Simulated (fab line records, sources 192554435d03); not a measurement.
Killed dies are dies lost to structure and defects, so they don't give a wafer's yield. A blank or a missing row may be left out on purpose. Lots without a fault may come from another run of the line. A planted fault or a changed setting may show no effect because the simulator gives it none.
Which tool did it? | flow n5_finfet | 15 lots, 41 wafers sampled, at 8 steps of a route of 1938

WHAT THE GAUGES READ, wafer by wafer
N5_MOL_CONTACT_COAG_THK_MEAS_53.
lot  | measured     | on            | VIA_MOL_THK (nm)
L580 | day 5 05:58  | film_metro-01 | 44.3 45.1
L581 | day 5 09:59  | film_metro-02 | 44.4 45.5
L582 | day 5 13:23  | film_metro-02 | 44.6 45.1 45.4
L583 | day 5 23:02  | film_metro-02 | 42.5 45.6
L589 | day 7 20:28  | film_metro-02 | 44.0 43.1 44.5
L591 | day 7 21:07  | film_metro-02 | 43.8 43.6 44.2
L590 | day 8 05:32  | film_metro-02 | 44.1 44.7 43.7
L592 | day 8 09:29  | film_metro-01 | 44.3 43.6 44.4
L593 | day 8 22:18  | film_metro-02 | 42.7 44.9 45.7
L597 | day 9 21:10  | film_metro-01 | 45.0 45.4
L598 | day 10 07:31 | film_metro-01 | 44.1 45.5 44.6
L599 | day 10 10:17 | film_metro-02 | 43.5 44.4 43.9
L601 | day 10 16:10 | film_metro-01 | 43.8 43.8 44.0
L602 | day 10 19:28 | film_metro-02 | 43.0 42.8 44.1
L603 | day 11 06:16 | film_metro-02 | 43.3 43.6 44.5

N5_BEOL_M0_SAQP_THK_MEAS_05.
lot  | measured     | on            | thk_nm (nm)
L580 | day 5 11:08  | film_metro-02 | 60.0 60.0
L581 | day 5 14:59  | film_metro-02 | 58.9 60.4
L582 | day 5 17:12  | film_metro-01 | 59.2 60.7 60.7
L583 | day 6 04:46  | film_metro-01 | 58.9 60.4
L589 | day 8 01:56  | film_metro-01 | 59.6 60.9 61.6
L591 | day 8 03:17  | film_metro-02 | 22.7 23.5 23.4
L590 | day 8 09:35  | film_metro-01 | 22.9 22.9 22.9
L592 | day 8 13:43  | film_metro-01 | 22.7 23.0 23.7
L593 | day 9 05:27  | film_metro-01 | 60.1 60.4 60.4
L597 | day 10 04:08 | film_metro-02 | 59.3 60.1
L598 | day 10 12:45 | film_metro-01 | 59.7 60.9 60.3
L599 | day 10 14:58 | film_metro-02 | 60.2 59.5 60.4
L601 | day 10 22:29 | film_metro-02 | 58.6 58.7 60.7
L602 | day 10 23:43 | film_metro-02 | 59.4 61.1 61.6
L603 | day 11 10:11 | film_metro-01 | 59.0 58.6 60.7

N5_BEOL_M0_SAQP_CD_MEAS_25: target cd 13.1 nm.
lot  | measured     | on        | cd_nm (nm)
L580 | day 5 13:08  | cd_sem-02 | 12.79 13.04
L581 | day 5 17:53  | cd_sem-01 | 12.42 12.69
L582 | day 5 20:16  | cd_sem-03 | 12.68 12.80 12.55
L583 | day 6 07:04  | cd_sem-03 | 12.90 13.20
L589 | day 8 05:20  | cd_sem-01 | 12.69 13.15 12.56
L591 | day 8 06:44  | cd_sem-01 | - - -
L590 | day 8 11:45  | cd_sem-02 | - - -
L592 | day 8 15:50  | cd_sem-02 | - - -
L593 | day 9 07:50  | cd_sem-02 | 12.61 12.58 12.29
L597 | day 10 06:15 | cd_sem-01 | 13.16 13.54
L598 | day 10 16:04 | cd_sem-01 | 12.97 12.77 13.47
L599 | day 10 17:28 | cd_sem-02 | 12.47 12.78 12.34
L601 | day 11 01:08 | cd_sem-02 | 12.63 12.59 13.06
L602 | day 11 02:11 | cd_sem-01 | 13.09 12.81 12.73
L603 | day 11 12:25 | cd_sem-02 | 13.14 12.64 12.72

N5_BEOL_M4_RC_MEAS_101.
lot  | measured     | on        | DIBL_N (mV/V)  | DIBL_P (mV/V) | IOFF_N (nA/um) | IOFF_P (nA/um) | ION_N (uA/um) | ION_P (uA/um) | SS_N (mV/dec)  | SS_P (mV/dec)  | VT_N (mV)   | VT_P (mV)
L580 | day 8 12:38  | prober-02 | 34.2 31.6      | 33 31         | 0.13 0.10      | 0.19 0.15      | 673 662       | 461 464       | 70.8 70.7      | 72.6 71.8      | 251 255     | -249 -252
L581 | day 8 18:04  | prober-02 | 37.3 37.2      | 39 38         | 0.19 0.18      | 0.21 0.20      | 691 680       | 466 457       | 72.6 72.3      | 73.9 73.5      | 248 251     | -251 -256
L582 | day 9 03:12  | prober-02 | 40.5 36.0 39.7 | 41 35 40      | 0.25 0.13 0.21 | 0.29 0.17 0.25 | 710 677 681   | 483 464 463   | 72.2 70.9 72.3 | 74.0 73.0 73.7 | 244 252 248 | -246 -254 -248
L583 | day 9 05:55  | prober-01 | 38.6 39.0      | 41 41         | 0.24 0.24      | 0.30 0.32      | 708 709       | 481 490       | 72.3 73.0      | 75.0 75.2      | 242 245     | -244 -243
L589 | day 10 21:14 | prober-01 | 37.3 33.5 33.3 | 39 33 32      | 0.18 0.12 0.11 | 0.25 0.18 0.16 | 673 675 660   | 466 464 465   | 71.5 70.2 70.5 | 73.4 72.0 72.0 | 248 253 255 | -247 -251 -251
L593 | day 12 03:50 | prober-02 | 35.6 36.5 37.9 | 37 38 39      | 0.17 0.19 0.21 | 0.22 0.23 0.25 | 685 698 689   | 473 475 469   | 72.0 71.4 71.4 | 73.4 73.2 73.7 | 249 247 245 | -248 -250 -244
L597 | day 12 23:45 | prober-01 | 32.1 31.2      | 33 32         | 0.11 0.11      | 0.16 0.15      | 663 668       | 462 460       | 70.3 70.5      | 71.7 71.4      | 254 255     | -254 -253
L598 | day 13 04:21 | prober-01 | 34.7 35.7 31.3 | 35 36 31      | 0.12 0.15 0.09 | 0.18 0.20 0.13 | 676 675 652   | 471 468 453   | 70.4 71.0 69.6 | 72.4 72.7 72.6 | 255 252 257 | -254 -253 -257
L599 | day 13 09:14 | prober-01 | 32.7 33.0 33.1 | 32 33 32      | 0.11 0.11 0.10 | 0.16 0.18 0.16 | 684 658 666   | 473 462 462   | 70.2 70.7 70.4 | 73.0 73.1 72.7 | 255 253 260 | -254 -250 -253
L601 | day 14 00:22 | prober-02 | 31.1 34.4 34.5 | 28 30 32      | 0.07 0.10 0.11 | 0.10 0.12 0.13 | 644 640 672   | 447 434 461   | 69.2 70.3 70.5 | 71.7 71.8 72.5 | 262 260 254 | -261 -260 -258
L602 | day 13 09:18 | prober-02 | 30.2 31.0 31.3 | 29 30 30      | 0.08 0.09 0.09 | 0.11 0.11 0.12 | 665 646 648   | 457 447 442   | 70.0 70.0 69.9 | 72.5 72.4 72.0 | 259 257 259 | -258 -257 -259
L603 | day 14 06:27 | prober-02 | 32.9 37.2 37.3 | 31 36 35      | 0.09 0.14 0.14 | 0.13 0.18 0.17 | 648 654 656   | 451 448 445   | 71.3 71.5 72.3 | 72.7 73.9 73.9 | 257 253 256 | -261 -254 -256

WHICH TOOL RAN EACH LOT (tool, then ch and the chambers of the sampled wafers, then the start)
lot  | N5_MOL_CONTACT_COAG_STRIP_49         | N5_BEOL_M0_SAQP_PECVD_04        | N5_BEOL_M0_SAQP_HM_DEP_111      | N5_BEOL_M0_SAQP_MANDREL_ETCH_20
L580 | plasma_asher-02 ch 0, day 5 05:04    | pecvd-03 ch 0,1, day 5 11:02    | pecvd-03 ch 0,1, day 5 11:10    | rie_si-06 ch 1,3, day 5 11:51
L581 | plasma_asher-02 ch 0,1, day 5 09:05  | pecvd-03 ch 0,2, day 5 14:53    | pecvd-02 ch 2, day 5 15:01      | rie_si-06 ch 0,3, day 5 16:26
L582 | plasma_asher-02 ch 0,1, day 5 12:26  | pecvd-03 ch 0,1, day 5 17:06    | pecvd-02 ch 0,1,2, day 5 17:14  | rie_si-05 ch 0,3, day 5 18:54
L583 | plasma_asher-01 ch 0, day 5 22:08    | pecvd-03 ch 1,2, day 6 04:39    | pecvd-04 ch 0, day 6 04:48      | rie_si-06 ch 1,3, day 6 05:37
L589 | plasma_asher-02 ch 0,1, day 7 19:34  | pecvd-03 ch 0,1,2, day 8 01:50  | pecvd-04 ch 0,1, day 8 01:59    | rie_si-03 ch 0,1,2, day 8 03:53
L591 | plasma_asher-01 ch 0,1, day 7 20:13  | pecvd-02 ch 0,1,2, day 8 03:11  | pecvd-03 ch 0,2, day 8 03:19    | rie_si-06 ch 0,1,2, day 8 04:50
L590 | plasma_asher-02 ch 0,1, day 8 04:38  | pecvd-03 ch 0,1,2, day 8 09:29  | pecvd-04 ch 0,1,2, day 8 09:38  | rie_si-05 ch 0,1,3, day 8 10:28
L592 | plasma_asher-01 ch 0,1, day 8 08:35  | pecvd-03 ch 0,1,2, day 8 13:37  | pecvd-02 ch 0,2, day 8 13:45    | rie_si-03 ch 0,2,3, day 8 14:34
L593 | plasma_asher-02 ch 0,1, day 8 21:18  | pecvd-02 ch 0,1,2, day 9 05:21  | pecvd-04 ch 0,1,2, day 9 05:29  | rie_si-06 ch 1,2, day 9 06:18
L597 | plasma_asher-02 ch 0,1, day 9 20:16  | pecvd-02 ch 0,1, day 10 04:01   | pecvd-03 ch 0,2, day 10 04:11   | rie_si-05 ch 0,3, day 10 04:52
L598 | plasma_asher-01 ch 0, day 10 06:37   | pecvd-03 ch 0,1,2, day 10 12:39 | pecvd-04 ch 0,1,2, day 10 12:47 | rie_si-06 ch 0,2,3, day 10 14:34
L599 | plasma_asher-01 ch 0,1, day 10 09:22 | pecvd-02 ch 0,1, day 10 14:52   | pecvd-03 ch 0,1,2, day 10 15:00 | rie_si-06 ch 1,3, day 10 16:00
L601 | plasma_asher-02 ch 0,1, day 10 15:14 | pecvd-02 ch 0,1,2, day 10 22:23 | pecvd-03 ch 0,2, day 10 22:31   | rie_si-06 ch 1,3, day 10 23:16
L602 | plasma_asher-01 ch 0,1, day 10 18:35 | pecvd-04 ch 0,1,2, day 10 23:38 | pecvd-03 ch 0,1,2, day 10 23:46 | rie_si-06 ch 1,3, day 11 00:34
L603 | plasma_asher-02 ch 0,1, day 11 05:22 | pecvd-04 ch 0,2, day 11 10:06   | pecvd-02 ch 0,2, day 11 10:14   | rie_si-06 ch 0,2,3, day 11 11:02
- N5_MOL_CONTACT_COAG_STRIP_49: strips in N2/H2, time 30 s.
- N5_BEOL_M0_SAQP_PECVD_04: deposits a-Si from SiH4/He, target thk 60 nm, time 60.2 s.
- N5_BEOL_M0_SAQP_HM_DEP_111: deposits SiO2 from SiH4/N2O, target thk 12 nm, time 7.2 s.
- N5_BEOL_M0_SAQP_MANDREL_ETCH_20: etches a-Si in HBr/Cl2, stops on SiNx, target depth 60 nm, bt time 10 s, time 30 s.

WHAT THE TOOLS THEMSELVES READ (means of the sampled wafers that have a number; where no wafer has one, the mark that the record gives instead)
N5_MOL_CONTACT_COAG_STRIP_49.
lot  | tool            | drypump_motor_current_A (A) | heater_power_w (W)
L580 | plasma_asher-02 | 5.21                        | 302
L581 | plasma_asher-02 | 5.51                        | 341
L582 | plasma_asher-02 | 5.60                        | 345
L583 | plasma_asher-01 | 5.87                        | 374
L589 | plasma_asher-02 | 5.39                        | 324
L591 | plasma_asher-01 | 5.62                        | 384
L590 | plasma_asher-02 | 5.60                        | 345
L592 | plasma_asher-01 | 5.65                        | 376
L593 | plasma_asher-02 | 5.39                        | 320
L597 | plasma_asher-02 | 5.52                        | 337
L598 | plasma_asher-01 | 5.86                        | 370
L599 | plasma_asher-01 | 5.74                        | 382
L601 | plasma_asher-02 | 5.60                        | 342
L602 | plasma_asher-01 | 5.75                        | 377
L603 | plasma_asher-02 | 5.41                        | 324

N5_BEOL_M0_SAQP_PECVD_04.
lot  | tool     | chamber_pressure_Torr (Torr) | heater_power_outer_w (W) | heater_power_w (W) | showerhead_plenum_p_Torr (Torr) | throttle_valve_pct (%)
L580 | pecvd-03 | 2.995                        | 340                      | 608                | 5.657                           | 18.8
L581 | pecvd-03 | 3.003                        | 376                      | 640                | 5.655                           | 16.9
L582 | pecvd-03 | 3.003                        | 338                      | 588                | 5.643                           | 19.1
L583 | pecvd-03 | 2.997                        | 346                      | 592                | 5.639                           | 17.7
L589 | pecvd-03 | 2.997                        | 332                      | 591                | 5.657                           | 17.8
L591 | pecvd-02 | -                            | -                        | -                  | -                               | -
L590 | pecvd-03 | -                            | -                        | -                  | -                               | -
L592 | pecvd-03 | -                            | -                        | -                  | -                               | -
L593 | pecvd-02 | 3.002                        | 356                      | 648                | 5.617                           | 17.1
L597 | pecvd-02 | 2.997                        | 321                      | 574                | 5.617                           | 17.1
L598 | pecvd-03 | 2.999                        | 342                      | 605                | 5.655                           | 18.0
L599 | pecvd-02 | 2.997                        | 325                      | 612                | 5.627                           | 17.1
L601 | pecvd-02 | 2.998                        | 328                      | 604                | 5.619                           | 16.6
L602 | pecvd-04 | 2.999                        | 347                      | 612                | 5.631                           | 17.9
L603 | pecvd-04 | 2.996                        | 338                      | 586                | 5.651                           | 17.8

N5_BEOL_M0_SAQP_HM_DEP_111.
lot  | tool     | heater_power_w (W) | showerhead_plenum_p_Torr (Torr)
L580 | pecvd-03 | 702                | 8.12
L581 | pecvd-02 | 868                | 8.04
L582 | pecvd-02 | 759                | 8.03
L583 | pecvd-04 | 656                | 8.16
L589 | pecvd-04 | 668                | 8.10
L591 | pecvd-03 | 822                | 8.16
L590 | pecvd-04 | 796                | 8.04
L592 | pecvd-02 | 739                | 8.00
L593 | pecvd-04 | 737                | 8.05
L597 | pecvd-03 | 758                | 8.11
L598 | pecvd-04 | 754                | 8.03
L599 | pecvd-03 | 750                | 8.10
L601 | pecvd-03 | 755                | 8.12
L602 | pecvd-03 | 768                | 8.10
L603 | pecvd-02 | 789                | 8.00

N5_BEOL_M0_SAQP_MANDREL_ETCH_20.
lot  | tool      | drypump_motor_current_A (A) | oes_product_au (a.u.) | throttle_valve_pct (%)
L580 | rie_si-06 | 5.8                         | 0.781                 | 35.2
L581 | rie_si-06 | 5.7                         | 0.785                 | 35.2
L582 | rie_si-05 | 6.1                         | 0.794                 | 34.8
L583 | rie_si-06 | 5.9                         | 0.784                 | 35.2
L589 | rie_si-03 | 5.9                         | 0.777                 | 35.4
L591 | rie_si-06 | 6.0                         | 0.327                 | 36.1
L590 | rie_si-05 | 6.1                         | 0.329                 | 36.2
L592 | rie_si-03 | 5.5                         | 0.325                 | 36.5
L593 | rie_si-06 | 5.8                         | 0.776                 | 35.3
L597 | rie_si-05 | 6.0                         | 0.789                 | 35.0
L598 | rie_si-06 | 5.7                         | 0.781                 | 35.2
L599 | rie_si-06 | 5.8                         | 0.788                 | 35.2
L601 | rie_si-06 | 5.8                         | 0.777                 | 35.3
L602 | rie_si-06 | 6.0                         | 0.787                 | 35.3
L603 | rie_si-06 | 5.7                         | 0.773                 | 35.2

THE ANSWER, worked out from the rows above alone
Rule: what is usual is taken from the lots themselves. Put in order of their means at a reading, lots are off if they are a third of the lots or fewer, leave a main group of 4 or more, and stand apart from it by a gap of 3 or more times the standard deviation of the main group's means; of several such gaps the widest counts. A main group whose means are all the same, to the digits that the tables above print for the reading, isn't used. A lot without any number at a reading at which 4 lots or more have one is off too. The other lots that the step has rows for count as sound. The gauges are gone through in route order, then the tools' own readings, and for those a lot's mean is taken as printed above. The first step at which some lot is off is used, and at that step the reading that is off furthest; a lot without a number counts as furthest.
Off: L591, L590, L592, at N5_BEOL_M0_SAQP_THK_MEAS_05 (thk_nm). The main group: mean 60.0 nm, standard deviation 0.44.
A tool fits if, at a process step before that reading, it ran every lot that is off, and no sound lot after the first of them. The gauges at N5_BEOL_M0_SAQP_THK_MEAS_05 aren't tried: what is off there is off at N5_BEOL_M0_SAQP_CD_MEAS_25 too, on other tools, and a gauge's error can't cause that. None of those tried fits.

WHAT THE SIMULATOR HAD PUT IN
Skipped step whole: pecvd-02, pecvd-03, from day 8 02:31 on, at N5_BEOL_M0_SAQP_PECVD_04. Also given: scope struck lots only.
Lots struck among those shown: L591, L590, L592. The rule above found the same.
